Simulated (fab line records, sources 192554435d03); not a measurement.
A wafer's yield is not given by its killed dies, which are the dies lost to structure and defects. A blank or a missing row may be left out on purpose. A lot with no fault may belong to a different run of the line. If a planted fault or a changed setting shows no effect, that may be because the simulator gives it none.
fab line records + flow n5Finfet + part 2 of 2: steps 4 to 6 of 6
[record]
- lots = 22
- wafers = 66
- lastDay = 17
route steps=1938 shown ILD0@344 HKMG_FIN@407 GATE_CUT@468
lots untouched by any fault: they come from a run of this same line in which no faults occurred
startH: start of the lot's first displayed wafer, in hours after the record's first day + waitH: hours from the lot's prior step to this one + " the same as in the row above + L1.1+2: several wafers, shown together as one row + - no value, or no start given + * or withheld: withheld + < > ~ a bound
route shown NAME@n: NAME is a module with steps in the file, n the number in the route of the first one + usual: mean/standard deviation taken from wafers without a fault + same: alike in all rows + chamber/n: place in a boat + sites: readings site by site + _std_site: the standard deviation of these + _edge_site: inner sites' mean taken away from outer sites' mean + radiusMm: how far each site lies from the wafer's centre + mask NAME#n: copy n + behind: tool/chamber where the wafer was last shaped + hold: why the lot went on hold/how many hours it stayed there/how the hold came to an end + device: the n, p or np transistor that did not switch + end of line: the same wafers' tests at the end of the route + step lacking rows: just its recipe + killed: count of dies lost to structure and defects at first sort (not the wafer's yield) + map: the dies of a wafer, with x for killed, . for not killed, _ for no die there
set.NAME: setting as actually run; set.NAME@STEP: the setting as run at that earlier step + model.NAME: the simulator's own value behind a step, which no gauge read
steps of the route over a sample of lots; a table a step, a row a wafer
services: from which hour (startH, from the record's first day; less than 0 if before it) a tool's chamber was out of use, for how many hours, and why
[[steps]]
[step N5_HKMG_FIN_STRIP_92]
[recipe]
- chemistry = N2/H2
- material = SOC
- timeS = 20
- powerW = 500
- tempC = 40
- pressureMtorr = 50
- rfFrequencyHz = 6e+07
- biasPowerW = 8
- h2Frac = 0.5
- n2FlowSccm = 300
- h2FlowSccm = 300
[usual]
- drypumpMotorCurrentA = 5.9/0.42
- oesProductAu = 0.75/0.068
- rfVppV = 54.1/0.75
- showerheadPlenumPTorr = 3.38/0.075
- throttleValvePct = 19.27/0.24
| lot.wafer | tool       | chamber | startH | waitH | drypumpMotorCurrentA | oesProductAu | rfHoursCounterH | rfVppV | showerheadPlenumPTorr | throttleValvePct |
|-----------|------------|---------|--------|-------|----------------------|--------------|-----------------|--------|-----------------------|------------------|
| L074.1    | rieDiel-01 | 2       | 75.09  | 0.1   | 5.9                  | 0.79         | 106             | 53.8   | 3.39                  | 19.12            |
| L074.3    | "          | 1       | "      | "     | 6.7                  | 0.76         | 161             | 55.0   | 3.35                  | 19.50            |
| L074.5    | "          | 2       | "      | "     | 5.9                  | 0.79         | -               | 54.1   | 3.39                  | 19.12            |
| L075.3    | rieDiel-01 | 3       | 83.63  | 0.1   | 6.1                  | 0.91         | 20              | 53.1   | 3.42                  | 19.15            |
| L075.5    | "          | 2       | "      | "     | 5.9                  | 0.79         | -               | 54.5   | 3.39                  | 19.13            |
| L075.6    | "          | 1       | "      | "     | 6.6                  | 0.76         | -               | 54.0   | 3.35                  | 19.51            |
| L076.1    | rieDiel-04 | 2       | 90.09  | 0.1   | 5.1                  | 0.75         | 159             | 52.6   | 3.35                  | 19.21            |
| L076.4    | "          | 0       | "      | "     | 5.4                  | 0.71         | 197             | 54.6   | 3.34                  | 19.39            |
| L076.5    | "          | 0       | "      | "     | 5.4                  | 0.71         | -               | 52.4   | 3.34                  | 19.38            |
| L077.1    | rieDiel-03 | 1       | 94.27  | 0.1   | 6.0                  | 0.70         | 219             | 53.6   | 3.33                  | 19.68            |
| L077.4    | "          | 0       | "      | "     | 5.5                  | 0.71         | -               | 53.3   | 3.48                  | 18.90            |
| L077.6    | "          | 2       | "      | "     | 5.8                  | 0.74         | -               | 53.8   | 3.37                  | 18.98            |
| L079.2    | rieDiel-01 | 2       | 107.05 | 0.1   | 5.9                  | 0.78         | 121             | 54.8   | 3.38                  | 19.13            |
| L079.3    | "          | 3       | "      | "     | 6.1                  | 0.91         | 29              | 54.1   | 3.42                  | 19.17            |
| L079.5    | "          | 1       | "      | "     | 6.6                  | 0.75         | -               | 54.9   | 3.34                  | 19.54            |
| L080.1    | rieDiel-04 | 3       | 113.33 | 0.1   | 6.1                  | 0.70         | 231             | 53.6   | 3.32                  | 19.53            |
| L080.2    | "          | 0       | "      | "     | 5.4                  | 0.71         | 204             | 53.6   | 3.33                  | 19.38            |
| L080.6    | "          | 3       | "      | "     | 6.1                  | 0.71         | -               | 53.3   | 3.32                  | 19.54            |
| L081.2    | rieDiel-04 | 0       | 132.31 | 0.1   | 5.4                  | 0.71         | 210             | 53.7   | 3.33                  | 19.39            |
| L081.4    | "          | 2       | "      | "     | 5.1                  | 0.75         | 172             | 55.3   | 3.34                  | 19.22            |
| L081.5    | "          | 2       | "      | "     | 5.2                  | 0.74         | -               | 54.0   | 3.34                  | 19.22            |
| L082.3    | rieDiel-04 | 2       | 135.59 | 0.1   | 5.1                  | 0.74         | 173             | 54.0   | 3.34                  | 19.21            |
| L082.4    | "          | 1       | "      | "     | 5.7                  | 0.79         | 123             | 55.6   | 3.52                  | 19.55            |
| L082.5    | "          | 1       | "      | "     | 5.7                  | 0.79         | -               | 55.4   | 3.52                  | 19.53            |
| L084.1    | rieDiel-01 | 0       | 138.04 | 0.1   | 6.5                  | 0.90         | 17              | 53.9   | 3.56                  | 19.01            |
| L084.3    | "          | 2       | "      | "     | 5.9                  | 0.78         | 131             | 54.4   | 3.38                  | 19.16            |
| L084.5    | "          | 2       | "      | "     | 5.9                  | 0.77         | -               | 53.8   | 3.38                  | 19.13            |
| L083.1    | rieDiel-03 | 1       | 138.44 | 0.1   | 6.0                  | 0.69         | 235             | 54.2   | 3.32                  | 19.71            |
| L083.3    | "          | 2       | "      | "     | 5.8                  | 0.71         | 166             | 54.1   | 3.36                  | 19.00            |
| L083.5    | "          | 2       | "      | "     | 5.8                  | 0.72         | -               | 54.3   | 3.36                  | 19.01            |
| L085.2    | rieDiel-03 | 2       | 148.42 | 0.1   | 5.8                  | 0.71         | 170             | 53.8   | 3.36                  | 19.02            |
| L085.4    | "          | 1       | "      | "     | 6.0                  | 0.69         | 239             | 53.2   | 3.31                  | 19.69            |
| L085.5    | "          | 2       | "      | "     | 5.8                  | 0.71         | -               | 54.2   | 3.36                  | 19.01            |
| L086.2    | rieDiel-04 | 2       | 155.38 | 0.1   | 5.2                  | 0.74         | 180             | 53.7   | 3.34                  | 19.24            |
| L086.4    | "          | 0       | "      | "     | 5.4                  | 0.70         | 219             | 54.8   | 3.33                  | 19.42            |
| L086.6    | "          | 2       | "      | "     | 5.2                  | 0.73         | -               | 54.1   | 3.34                  | 19.23            |
| L087.2    | rieDiel-01 | 3       | 157.75 | 0.1   | 6.1                  | 0.86         | 46              | 54.1   | 3.41                  | 19.21            |
| L087.3    | "          | 0       | "      | "     | 6.5                  | 0.89         | 23              | 53.6   | 3.56                  | 19.02            |
| L087.4    | "          | 1       | "      | "     | 6.7                  | 0.73         | 192             | 54.4   | 3.34                  | 19.56            |
| L088.3    | rieDiel-03 | 3       | 162.26 | 0.1   | 6.2                  | 0.70         | 229             | 53.2   | 3.31                  | 19.02            |
| L088.4    | "          | 2       | "      | "     | 5.8                  | 0.71         | -               | 54.7   | 3.35                  | 19.03            |
| L088.5    | "          | 3       | "      | "     | 6.2                  | 0.71         | -               | 54.9   | 3.31                  | 19.02            |
| L089.1    | rieDiel-04 | 1       | 167.54 | 0.1   | 5.7                  | 0.78         | 134             | 53.9   | 3.51                  | 19.57            |
| L089.3    | "          | 3       | "      | "     | 6.0                  | 0.69         | 250             | 53.7   | 3.31                  | 19.56            |
| L089.4    | "          | 2       | "      | "     | 5.2                  | 0.74         | 185             | 55.1   | 3.34                  | 19.25            |
| L090.1    | rieDiel-04 | 2       | 181.57 | 0.1   | 5.2                  | 0.73         | 192             | 53.0   | 3.33                  | 19.25            |
| L090.2    | "          | 0       | "      | "     | 5.4                  | 0.69         | 229             | 54.2   | 3.32                  | 19.41            |
| L090.3    | "          | 1       | "      | "     | 5.7                  | 0.76         | 141             | 53.6   | 3.51                  | 19.57            |
| L091.1    | rieDiel-03 | 2       | 191.94 | 0.1   | 5.8                  | 0.70         | 187             | 53.7   | 3.35                  | 19.05            |
| L091.2    | "          | 0       | "      | "     | 5.5                  | 0.69         | 231             | 54.7   | 3.46                  | 18.96            |
| L091.5    | "          | 3       | "      | "     | 6.1                  | 0.70         | -               | 53.7   | 3.31                  | 19.03            |
| L093.1    | rieDiel-04 | 2       | 201.05 | 0.1   | 5.2                  | 0.73         | 198             | 53.6   | 3.33                  | 19.27            |
| L093.2    | "          | 0       | "      | "     | 5.4                  | 0.69         | 234             | 54.7   | 3.32                  | 19.44            |
| L093.5    | "          | 1       | "      | "     | 5.7                  | 0.76         | -               | 55.6   | 3.50                  | 19.59            |
| L094.2    | rieDiel-03 | 0       | 201.79 | 0.1   | 5.5                  | 0.68         | 235             | 54.4   | 3.45                  | 18.96            |
| L094.3    | "          | 2       | "      | "     | 5.8                  | 0.69         | 191             | 54.9   | 3.34                  | 19.04            |
| L094.5    | "          | 2       | "      | "     | 5.8                  | 0.70         | -               | 53.7   | 3.34                  | 19.06            |
| L095.2    | rieDiel-01 | 0       | 205.98 | 0.1   | 6.5                  | 0.85         | 40              | 53.3   | 3.55                  | 19.04            |
| L095.4    | "          | 1       | "      | "     | 6.6                  | 0.72         | 209             | 54.5   | 3.33                  | 19.58            |
| L095.6    | "          | 1       | "      | "     | 6.6                  | 0.71         | -               | 53.8   | 3.33                  | 19.57            |
| L096.1    | rieDiel-01 | 1       | 214.40 | 0.1   | 6.6                  | 0.72         | 213             | 53.8   | 3.33                  | 19.60            |
| L096.2    | "          | 0       | "      | "     | 6.5                  | 0.86         | 44              | 55.2   | 3.55                  | 19.05            |
| L096.6    | "          | 3       | "      | "     | 6.1                  | 0.84         | -               | 55.8   | 3.40                  | 19.23            |
| L097.1    | rieDiel-01 | 1       | 219.20 | 0.1   | 6.6                  | 0.71         | 214             | 54.1   | 3.32                  | 19.58            |
| L097.2    | "          | 0       | "      | "     | 6.5                  | 0.86         | 46              | 53.2   | 3.55                  | 19.05            |
| L097.4    | "          | 2       | "      | "     | 5.9                  | 0.73         | 161             | 54.2   | 3.36                  | 19.21            |
[step N5_HKMG_FIN_ALD_21]
[recipe]
- material = TiN
- targetThkA = 15
- tempC = 400
- aldPrecursorFamily = TiCl4
- aldCoReactant = NH3
- pulseTimeS = 1
- purgeTimeS = 3
- coReactantPurgeTimeS = 2
- coReactantPulseTimeS = 2
- aldCycles = 68
- pressureTorr = 3
[usual]
- heaterPowerW = 894/92
- precursorPulseHeightRel = 1.000/0.02
[same]
- coReactantPulseTimeS = 2
| lot.wafer | tool        | chamber | startH | waitH | heaterPowerW | precursorPulseHeightRel |
|-----------|-------------|---------|--------|-------|--------------|-------------------------|
| L074.1    | aldMetal-03 | 0       | 78.18  | 0.3   | 791          | 1.015                   |
| L074.3    | "           | 1       | "      | "     | 830          | 0.993                   |
| L074.5    | "           | 2       | "      | "     | 827          | 0.991                   |
| L075.3    | aldMetal-01 | 3       | 86.37  | 0.1   | 823          | 1.014                   |
| L075.5    | "           | 0       | "      | "     | 952          | 0.973                   |
| L075.6    | "           | 1       | "      | "     | 963          | 0.975                   |
| L076.1    | aldMetal-03 | 2       | 92.78  | 0.3   | 836          | 0.961                   |
| L076.4    | "           | 1       | "      | "     | 832          | 0.987                   |
| L076.5    | "           | 2       | "      | "     | 837          | 0.975                   |
| L077.1    | aldMetal-01 | 1       | 97.00  | 0.3   | 971          | 1.022                   |
| L077.4    | "           | 0       | "      | "     | 951          | 0.988                   |
| L077.6    | "           | 3       | "      | "     | 806          | 0.959                   |
| L079.2    | aldMetal-03 | 0       | 109.75 | 0.3   | 759          | 1.043                   |
| L079.3    | "           | 2       | "      | "     | 839          | 1.026                   |
| L079.5    | "           | 1       | "      | "     | 811          | 1.044                   |
| L080.1    | aldMetal-03 | 1       | 116.19 | 0.3   | 811          | 1.036                   |
| L080.2    | "           | 3       | "      | "     | 1045         | 0.989                   |
| L080.6    | "           | 1       | "      | "     | 817          | 1.001                   |
| L081.2    | aldMetal-04 | 2       | 135.54 | 0.3   | 776          | 1.002                   |
| L081.4    | "           | 1       | "      | "     | 1038         | 1.005                   |
| L081.5    | "           | 1       | "      | "     | 1031         | 1.000                   |
| L082.3    | aldMetal-03 | 3       | 138.27 | 0.1   | 1053         | 1.023                   |
| L082.4    | "           | 1       | "      | "     | 797          | 0.997                   |
| L082.5    | "           | 3       | "      | "     | 1015         | 0.993                   |
| L084.1    | aldMetal-03 | 0       | 140.73 | 0.3   | 775          | 0.985                   |
| L084.3    | "           | 1       | "      | "     | 809          | 1.002                   |
| L084.5    | "           | 2       | "      | "     | 822          | 0.997                   |
| L083.1    | aldMetal-01 | 0       | 141.18 | 0.3   | 958          | 1.022                   |
| L083.3    | "           | 3       | "      | "     | 838          | 0.982                   |
| L083.5    | "           | 2       | "      | "     | 936          | 1.015                   |
| L085.2    | aldMetal-01 | 0       | 151.16 | 0.3   | 940          | 0.954                   |
| L085.4    | "           | 1       | "      | "     | 978          | 1.019                   |
| L085.5    | "           | 1       | "      | "     | 957          | 1.000                   |
| L086.2    | aldMetal-01 | 0       | 158.07 | 0.3   | 945          | 1.000                   |
| L086.4    | "           | 0       | "      | "     | 962          | 0.952                   |
| L086.6    | "           | 3       | "      | "     | 822          | 0.978                   |
| L087.2    | aldMetal-01 | 2       | 160.67 | 0.3   | 953          | 0.992                   |
| L087.3    | "           | 3       | "      | "     | 796          | 1.007                   |
| L087.4    | "           | 3       | "      | "     | 816          | 1.018                   |
| L088.3    | aldMetal-03 | 2       | 164.95 | 0.1   | 831          | 0.987                   |
| L088.4    | "           | 3       | "      | "     | 1011         | 0.983                   |
| L088.5    | "           | 2       | "      | "     | 817          | 1.040                   |
| L089.1    | aldMetal-01 | 1       | 170.26 | 0.3   | 937          | 1.022                   |
| L089.3    | "           | 0       | "      | "     | 955          | 0.983                   |
| L089.4    | "           | 2       | "      | "     | 928          | 0.970                   |
| L090.1    | aldMetal-04 | 3       | 184.26 | 0.3   | 872          | 0.992                   |
| L090.2    | "           | 0       | "      | "     | 950          | 0.980                   |
| L090.3    | "           | 2       | "      | "     | 756          | 1.012                   |
| L091.1    | aldMetal-03 | 3       | 194.70 | 0.3   | 1021         | 1.004                   |
| L091.2    | "           | 2       | "      | "     | 831          | 1.011                   |
| L091.5    | "           | 3       | "      | "     | 1023         | 1.012                   |
| L093.1    | aldMetal-01 | 2       | 204.03 | 0.3   | 913          | 1.019                   |
| L093.2    | "           | 3       | "      | "     | 826          | 0.968                   |
| L093.5    | "           | 0       | "      | "     | 957          | 0.989                   |
| L094.2    | aldMetal-04 | 2       | 204.67 | 0.3   | 755          | 0.982                   |
| L094.3    | "           | 1       | "      | "     | 1011         | 0.982                   |
| L094.5    | "           | 0       | "      | "     | 953          | 0.998                   |
| L095.2    | aldMetal-04 | 3       | 208.87 | 0.3   | 856          | 0.990                   |
| L095.4    | "           | 2       | "      | "     | 764          | 1.020                   |
| L095.6    | "           | 2       | "      | "     | 771          | 1.022                   |
| L096.1    | aldMetal-03 | 0       | 217.46 | 0.3   | 782          | 1.015                   |
| L096.2    | "           | 3       | "      | "     | 1050         | 0.998                   |
| L096.6    | "           | 0       | "      | "     | 795          | 0.980                   |
| L097.1    | aldMetal-04 | 2       | 221.90 | 0.3   | 735          | 1.005                   |
| L097.2    | "           | 1       | "      | "     | 1048         | 0.999                   |
| L097.4    | "           | 0       | "      | "     | 956          | 1.039                   |
[step N5_GATE_CUT_VAPOR_ETCH_60]
[recipe]
- chemistry = BCl3/Cl2
- target = HfO2
- mode = isotropic
[usual]
- drypumpMotorCurrentA = 5.8/0.43
- heBacksideLeakSccm = 3.34/0.27
- oesProductAu = 0.76/0.12
| lot.wafer | tool        | chamber | startH | waitH | drypumpMotorCurrentA | heBacksideLeakSccm | oesProductAu |
|-----------|-------------|---------|--------|-------|----------------------|--------------------|--------------|
| L074.1    | rieMetal-03 | 0       | 79.71  | 0.0   | 6.5                  | 3.18               | 0.90         |
| L074.3    | "           | 1       | "      | "     | 5.9                  | 3.06               | 0.59         |
| L074.5    | "           | 0       | "      | "     | 6.5                  | 3.23               | 0.90         |
| L075.3    | rieMetal-01 | 1       | 87.90  | 0.0   | 5.3                  | 3.75               | 0.63         |
| L075.5    | "           | 1       | "      | "     | 5.3                  | 3.72               | 0.63         |
| L075.6    | "           | 0       | "      | "     | 5.4                  | 3.24               | 0.72         |
| L076.1    | rieMetal-03 | 0       | 94.31  | 0.0   | 6.5                  | 3.40               | 0.89         |
| L076.4    | "           | 1       | "      | "     | 5.9                  | 3.44               | 0.59         |
| L076.5    | "           | 1       | "      | "     | 5.9                  | 3.42               | 0.59         |
| L077.1    | rieMetal-01 | 1       | 98.52  | 0.0   | 5.3                  | 3.75               | 0.63         |
| L077.4    | "           | 0       | "      | "     | 5.4                  | 3.38               | 0.70         |
| L077.6    | "           | 0       | "      | "     | 5.4                  | 3.35               | 0.70         |
| L079.2    | rieMetal-03 | 0       | 111.27 | 0.0   | 6.5                  | 3.32               | 0.87         |
| L079.3    | "           | 1       | "      | "     | 6.0                  | 3.43               | 0.59         |
| L079.5    | "           | 0       | "      | "     | 6.5                  | 3.23               | 0.87         |
| L080.1    | rieMetal-01 | 0       | 117.80 | 0.0   | 5.5                  | 3.27               | 0.71         |
| L080.2    | "           | 1       | "      | "     | 5.3                  | 4.01               | 0.63         |
| L080.6    | "           | 1       | "      | "     | 5.3                  | 3.97               | 0.63         |
| L081.2    | rieMetal-02 | 1       | 137.06 | 0.0   | 6.3                  | 3.22               | 0.90         |
| L081.4    | "           | 1       | "      | "     | 6.2                  | 3.25               | 0.90         |
| L081.5    | "           | 0       | "      | "     | 5.8                  | 3.20               | 0.72         |
| L082.3    | rieMetal-01 | 0       | 139.80 | 0.0   | 5.5                  | 3.36               | 0.70         |
| L082.4    | "           | 1       | "      | "     | 5.3                  | 3.87               | 0.62         |
| L082.5    | "           | 1       | "      | "     | 5.3                  | 4.03               | 0.62         |
| L084.1    | rieMetal-02 | 0       | 142.35 | 0.0   | 5.8                  | 3.27               | 0.70         |
| L084.3    | "           | 1       | "      | "     | 6.3                  | 3.18               | 0.88         |
| L084.5    | "           | 0       | "      | "     | 5.8                  | 3.01               | 0.71         |
| L083.1    | rieMetal-03 | 0       | 142.77 | 0.0   | 6.5                  | 3.34               | 0.85         |
| L083.3    | "           | 1       | "      | "     | 6.0                  | 3.02               | 0.98         |
| L083.5    | "           | 1       | "      | "     | 6.0                  | 3.03               | 0.98         |
| L085.2    | rieMetal-01 | 1       | 152.68 | 0.0   | 5.3                  | 3.76               | 0.62         |
| L085.4    | "           | 0       | "      | "     | 5.4                  | 3.38               | 0.70         |
| L085.5    | "           | 1       | "      | "     | 5.4                  | 3.99               | 0.63         |
| L086.2    | rieMetal-02 | 1       | 159.59 | 0.0   | 6.2                  | 3.27               | 0.88         |
| L086.4    | "           | 0       | "      | "     | 5.7                  | 3.09               | 0.70         |
| L086.6    | "           | 0       | "      | "     | 5.8                  | 3.11               | 0.72         |
| L087.2    | rieMetal-03 | 0       | 162.19 | 0.0   | 6.5                  | 3.13               | 0.85         |
| L087.3    | "           | 0       | "      | "     | 6.4                  | 3.18               | 0.85         |
| L087.4    | "           | 1       | "      | "     | 5.9                  | 2.95               | 0.96         |
| L088.3    | rieMetal-03 | 0       | 166.47 | 0.0   | 6.5                  | 3.16               | 0.84         |
| L088.4    | "           | 1       | "      | "     | 6.0                  | 3.16               | 0.95         |
| L088.5    | "           | 0       | "      | "     | 6.4                  | 3.44               | 0.85         |
| L089.1    | rieMetal-01 | 0       | 171.86 | 0.0   | 5.4                  | 3.40               | 0.70         |
| L089.3    | "           | 0       | "      | "     | 5.4                  | 3.41               | 0.69         |
| L089.4    | "           | 1       | "      | "     | 5.3                  | 3.74               | 0.62         |
| L090.1    | rieMetal-01 | 0       | 185.78 | 0.0   | 5.4                  | 3.47               | 0.69         |
| L090.2    | "           | 1       | "      | "     | 5.3                  | 3.98               | 0.61         |
| L090.3    | "           | 1       | "      | "     | 5.3                  | 3.81               | 0.61         |
| L091.1    | rieMetal-02 | 1       | 196.25 | 0.0   | 6.3                  | 3.38               | 0.87         |
| L091.2    | "           | 0       | "      | "     | 5.8                  | 3.20               | 0.70         |
| L091.5    | "           | 1       | "      | "     | 6.3                  | 3.38               | 0.86         |
| L093.1    | rieMetal-03 | 0       | 205.55 | 0.0   | 6.5                  | 3.13               | 0.84         |
| L093.2    | "           | 1       | "      | "     | 6.0                  | 3.03               | 0.92         |
| L093.5    | "           | 0       | "      | "     | 6.5                  | 3.28               | 0.84         |
| L094.2    | rieMetal-03 | 0       | 206.74 | 0.0   | 6.4                  | 3.49               | 0.84         |
| L094.3    | "           | 1       | "      | "     | 5.9                  | 3.07               | 0.91         |
| L094.5    | "           | 1       | "      | "     | 5.9                  | 3.03               | 0.91         |
| L095.2    | rieMetal-01 | 0       | 210.43 | 0.0   | 5.5                  | 3.28               | 0.69         |
| L095.4    | "           | 0       | "      | "     | 5.4                  | 3.34               | 0.68         |
| L095.6    | "           | 0       | "      | "     | 5.5                  | 3.21               | 0.69         |
| L096.1    | rieMetal-02 | 0       | 219.07 | 0.0   | 5.8                  | 3.13               | 0.70         |
| L096.2    | "           | 1       | "      | "     | 6.3                  | 3.21               | 0.86         |
| L096.6    | "           | 0       | "      | "     | 5.7                  | 3.07               | 0.69         |
| L097.1    | rieMetal-02 | 0       | 223.42 | 0.0   | 5.7                  | 3.18               | 0.69         |
| L097.2    | "           | 1       | "      | "     | 6.3                  | 3.31               | 0.85         |
| L097.4    | "           | 1       | "      | "     | 6.2                  | 3.21               | 0.85         |
[[services]]
| tool        | chamber | startH | hours | kind   |
|-------------|---------|--------|-------|--------|
| aldMetal-01 | 2       | 41.66  | 8.0   | repair |
| rieDiel-04  | 2       | 44.97  | 6.9   | repair |
| cmp-01      | -       | 51.19  | 0.5   | repair |
| rieMetal-01 | -       | 51.90  | 2.8   | pm     |
| rieMetal-02 | -       | 51.94  | 3.8   | repair |
| rieDiel-04  | -       | 59.15  | 0.5   | repair |
| rieDiel-04  | -       | 63.20  | 14.6  | pm     |
| cmp-01      | -       | 66.24  | 3.9   | pm     |
| cmp-01      | -       | 82.45  | 2.5   | repair |
| rieDiel-03  | 3       | 90.78  | 8.7   | repair |
| aldMetal-01 | -       | 97.34  | 2.8   | pm     |
| rieMetal-02 | -       | 101.95 | 14.6  | pm     |
| rieDiel-03  | 2       | 120.65 | 6.2   | repair |
| rieDiel-01  | 1       | 121.10 | 5.2   | repair |
| aldMetal-01 | 0       | 132.30 | 3.4   | repair |
| aldMetal-03 | 3       | 141.46 | 3.9   | repair |
| rieMetal-03 | -       | 144.48 | 14.6  | pm     |
| rieDiel-03  | 0       | 155.80 | 6.7   | repair |
| aldMetal-01 | 1       | 155.90 | 6.0   | repair |
| aldMetal-03 | 1       | 160.26 | 65.4  | repair |
| cmp-04      | -       | 166.09 | 6.3   | pm     |
| cmp-04      | -       | 174.50 | 1.8   | repair |
| rieMetal-03 | 0       | 184.21 | 10.9  | repair |
| cmp-04      | -       | 212.57 | 4.0   | pm     |
